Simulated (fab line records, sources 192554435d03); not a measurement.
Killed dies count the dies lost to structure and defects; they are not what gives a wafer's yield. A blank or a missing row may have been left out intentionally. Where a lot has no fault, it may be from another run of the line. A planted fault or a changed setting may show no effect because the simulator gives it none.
The same fault as seen by 3 desks | flow n5 finfet | every desk sees just its own numbers, and what lay behind them comes last

THE DEFECT DESK
Lot by lot, what the route's inspections counted, given as the mean of those sampled wafers with a number. If a lot's mean is further than 4 standard deviations from the usual mean, the lot is out of limits and carries the mark OUT (the distance appears in the brackets).
Columns: A = raw defect count at N5_BEOL_M7_INSPECT_30, usual 372
lot  | first seen here | A
L382 | day 9 01:50     | 353
L388 | day 11 06:40    | 380
L394 | day 12 04:16    | 336
L395 | day 12 18:54    | 410
L401 | day 14 09:14    | 341
L402 | day 14 12:41    | 439
This desk found nothing out of limits on any of the 6 lots.

FROM THE METROLOGY DESK
Lot by lot, what the gauges showed, no matter which tool ran the lot: averages of those sampled wafers that carry a number. If a lot's mean is further than 4 standard deviations from the usual mean, the lot is out of limits and carries the mark OUT (the distance appears in the brackets).
Columns: A = V6_OVL at N5_BEOL_M7_OVL_MEAS_29, usual -0.1 nm
lot  | first seen here | A
L382 | day 9 01:47     | -0.0
L388 | day 11 06:37    | -0.2
L394 | day 12 04:13    | -0.0
L395 | day 12 18:51    | 0.1
L401 | day 14 09:11    | -1.7
L402 | day 14 12:38    | 1.1
This desk found nothing out of limits on any of the 6 lots.

TOOL OWNER'S DESK, rie diel-01
The tool's own readings at N5_BEOL_M7_ETCH_41 (etches SiCN in CH3F/O2, target depth 31.9 nm, time 57.8 s): means of the sampled wafers that have a number, for each lot that ran on this tool. If a lot's mean is further than 4 standard deviations from the usual mean, the lot is out of limits and carries the mark OUT (the distance appears in the brackets).
Columns: A = bias w at N5_BEOL_M7_ETCH_41, usual 75.00 W; B = drypump motor current A at N5_BEOL_M7_ETCH_41, usual 5.7 A; C = oes product au at N5_BEOL_M7_ETCH_41, usual 0.80 a.u.; D = rf vpp V at N5_BEOL_M7_ETCH_41, usual 297.3 V; E = showerhead plenum p Torr at N5_BEOL_M7_ETCH_41, usual 2.00 Torr; F = throttle valve pct at N5_BEOL_M7_ETCH_41, usual 16.28 %
lot  | first seen here | A               | B   | C    | D                | E    | F
L382 | day 9 02:11     | 74.98           | 5.5 | 0.90 | 296.7            | 2.01 | 16.05
L394 | day 12 04:37    | 71.63 (-15) OUT | 5.5 | 0.82 | 288.1 (-7.1) OUT | 1.99 | 16.13
L395 | day 12 21:04    | 71.41 (-16) OUT | 5.7 | 0.77 | 287.5 (-7.5) OUT | 2.01 | 16.32
This desk's finding: out of limits on L394, L395; first on L394, day 12 04:37 (bias w at N5_BEOL_M7_ETCH_41). Within limits: L382.

ALL TOGETHER
The tool owner's desk had the chance to raise an alarm at day 12 04:37 on L394, L395.
The defect desk saw nothing out of limits.
At the metrology desk, nothing out of limits was observed.
The defect desk has L394, L395 on record, within its limits.
The metrology desk holds a record of L394, L395, inside its limits.
On rie diel-01, each named lot ran N5_BEOL_M7_ETCH_41.

WHAT THE SIMULATOR HAD PUT IN
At N5_BEOL_M7_ETCH_41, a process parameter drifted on rie diel-01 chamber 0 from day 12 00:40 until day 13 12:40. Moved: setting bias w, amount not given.
Struck lots among those shown: L394, L395.
How many hours passed from the start of the fault until each desk's first out-of-limits reading: the tool owner's desk, 4.
